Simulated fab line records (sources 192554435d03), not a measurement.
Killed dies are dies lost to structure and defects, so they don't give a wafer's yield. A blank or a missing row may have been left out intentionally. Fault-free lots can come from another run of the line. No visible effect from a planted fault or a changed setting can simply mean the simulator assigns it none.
Chamber matching    flow n5Finfet    4 sister chambers for N5_FIN_SAQP_ETCH_65 on rieSi-03
The step etches SiO2 in CF4, target depth 4 nm, time 4.4 s. 22 wafers are shown with their chamber, then 11 later ones without.

WAFERS PAIRED WITH THEIR CHAMBERS
wafer   chamber  drypumpMotorCurrentA (A)  throttleValvePct (%)  oesProductAu (a.u.)
L074.4  1        5.9                       21.82                 0.971
L074.5  1        5.9                       21.80                 0.964
L074.6  2        6.2                       21.73                 0.951
L075.2  0        5.7                       21.68                 0.997
L075.3  2        6.2                       21.73                 0.958
L075.4  1        5.8                       21.80                 0.965
L077.2  1        5.8                       21.81                 0.966
L077.4  2        6.2                       21.72                 0.949
L077.5  0        5.7                       21.66                 1.001
L079.2  2        6.2                       21.73                 0.933
L079.3  0        5.7                       21.69                 0.989
L079.5  0        5.7                       21.67                 1.003
L081.2  1        5.8                       21.78                 0.966
L081.3  3        5.7                       21.86                 0.966
L081.5  0        5.7                       21.66                 0.991
L083.1  3        5.6                       21.87                 0.974
L083.2  2        6.2                       21.74                 0.958
L083.5  1        5.8                       21.81                 0.963
L091.1  3        5.7                       21.86                 0.959
L091.4  0        5.7                       21.68                 0.998
L091.5  2        6.2                       21.73                 0.962
L095.1  1        5.8                       21.82                 0.968

SIGNATURES, as means of the wafers listed above
reading               chamber 0  chamber 1  chamber 2  chamber 3  scatter within a chamber
drypumpMotorCurrentA  5.700      5.829      6.200      5.667      0.0341
throttleValvePct      21.6733    21.8057    21.7300    21.8633    0.011
oesProductAu          0.99650    0.96614    0.95183    0.96633    0.00687
Rule: a wafer's distance from a chamber is the root of the sum, over the readings, of the square of ((its reading less the chamber's mean) divided by the reading's scatter). If the next closest chamber is less than 2 further off than the closest, the wafer can't be placed; otherwise it belongs to the closest. The scatter: take each reading less its chamber's mean, square it, sum over the shown wafers, divide by the number of wafers less the number of chambers, and take the root.

WAFERS MISSING THEIR CHAMBER
wafer   drypumpMotorCurrentA (A)  throttleValvePct (%)  oesProductAu (a.u.)
L095.2  5.6                       21.88                 0.971
L095.3  6.2                       21.73                 0.959
L095.4  5.7                       21.68                 1.005
L095.5  5.8                       21.81                 0.973
L095.6  5.8                       21.67                 1.006
L096.1  6.2                       21.73                 0.961
L096.2  5.7                       21.66                 1.004
L096.6  5.7                       21.69                 1.001
L097.1  6.2                       21.72                 0.962
L097.3  5.7                       21.68                 0.998
L097.5  5.7                       21.68                 0.999

EACH ONE'S CHAMBER
wafer   from the rows above  in truth
L095.2  3                    3
L095.3  2                    2
L095.4  0                    0
L095.5  1                    1
L095.6  0                    0
L096.1  2                    2
L096.2  0                    0
L096.6  0                    0
L097.1  2                    2
L097.3  0                    0
L097.5  0                    0
Placed correctly: 11 of 11. Left unplaced by these rows: 0. Wrongly placed: 0.
